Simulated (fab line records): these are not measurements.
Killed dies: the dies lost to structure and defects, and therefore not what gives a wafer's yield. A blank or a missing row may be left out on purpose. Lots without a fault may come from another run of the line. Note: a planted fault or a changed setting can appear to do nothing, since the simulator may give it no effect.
Problem report, 8D (eight disciplines) form, completed by code	flow n5-finfet	the parts of the form that need people (team, actions taken, sign-off) are left out

## 1. THE PROBLEM
At N5_FIN_SAQP_MANDREL_ETCH_58, oes-product-au averages 0.599 a.u. over 2 wafers from 2 lots, while fault-free wafers read 0.697 a.u., standard deviation 0.014. That puts it -7.0 standard deviations away from the usual mean.
The step: etches a-Si in HBr/Cl2, stops on SiNx, target depth 45 nm, bt time 10 s, time 27 s.
Seen first at day 5 00:13 on rie-si-03, wafer L599.6. The record has a number at this step for 27 wafers belonging to 9 lots. Rule for "out" (also "out of limits"): further than 4 standard deviations from the usual mean. The rest of the wafers with a number are treated as sound.

## 2. WHAT IT IS, WHAT IT ISN'T
question	is	is not
which readings at this step	oes-product-au	drypump-motor-current-A, throttle-valve-pct
which lots	L599, L601	L588, L591, L592, L593, L608, L609, L610
which wafers of those lots	L599.6, L601.6	L599.3, L599.4, L601.2, L601.4
read on which tools	rie-si-01, rie-si-03	rie-si-02
when	from day 5 00:13	up to then (14 sound wafers); but 11 sound wafers of L601, L608, L609, L610 came after

## 3. WHAT RULES OUT EACH SUSPECT
Counting: if a tool at a process step up to the reading ran every lot that is out, it stays a suspect. Sound lots after the first of them don't rule it out here, since some wafers of a struck lot are sound.
- pecvd-03 at N5_FIN_SAQP_PECVD_47 (deposits a-Si from SiH4/He, target thk 45 nm, time 36.3 s): kept. Every lot that is out went through it, the first being L599 (day 4 20:43); the last sound lot it ran before that was L593 (day 3 10:14).
- vapor-etch-01 at N5_FIN_SAQP_RECESS_75 (chemistry HF/NH3, target SiO2, target depth 14.4 nm, afs cycles 3, sublimation time 60 s): kept. Every lot that is out went through it, the first being L599 (day 4 22:23); the last sound lot it ran before that was L593 (day 3 11:58).
- In pecvd-03 at N5_FIN_SAQP_PECVD_47, the wafers that are out were processed in chamber 0 and their sound lot-mates in chambers 1, 2.
What counting leaves: pecvd-03 at N5_FIN_SAQP_PECVD_47 and vapor-etch-01 at N5_FIN_SAQP_RECESS_75.

## 4. THE CAUSE (what the simulator had put in)
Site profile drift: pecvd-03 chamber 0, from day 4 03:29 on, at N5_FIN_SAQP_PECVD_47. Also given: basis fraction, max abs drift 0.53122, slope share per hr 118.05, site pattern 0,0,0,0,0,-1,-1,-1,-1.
After counting, 2 suspects remain, this tool included.

## 5. SEQUENCE OF EFFECTS, ordered by route
Each row: a reading where the mean over the struck wafers with a number is more than 3 standard deviations away from the usual. Only readings whose record carries a usual standard deviation are examined. hours: median over the lots of the time between each lot's start at the first step of this table that gives one and its start at this step. sigmas: the change, counted in usual standard deviations.
hours	step	reading	usual	on struck wafers	change	sigmas
0	N5_FIN_SAQP_MANDREL_ETCH_58	oes-product-au	0.697 a.u.	0.599	-0.098	-7.0
It contains these process steps:
- N5_FIN_SAQP_MANDREL_ETCH_58: etches a-Si in HBr/Cl2, stops on SiNx, target depth 45 nm, bt time 10 s, time 27 s.
At these later measuring or inspecting steps, every struck wafer for which the step has a row has a number for every such reading, and none has moved that far: N5_BEOL_M4_RC_MEAS_101.

## 6. HOW IT WOULD HAVE BEEN CAUGHT EARLIER
First out-of-limits reading in this record: day 5 00:13, which is 21 hours after fault onset at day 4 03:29.
Tool readings at N5_FIN_SAQP_PECVD_47 with a usual standard deviation given in the record: none out on any struck wafer, hence no alarm at a limit of 4 standard deviations on them.
L601, from the lots that are out (2), started N5_FIN_SAQP_PECVD_47 on pecvd-03 later than day 5 00:13. It would have been spared by a hold on the tool at that moment.
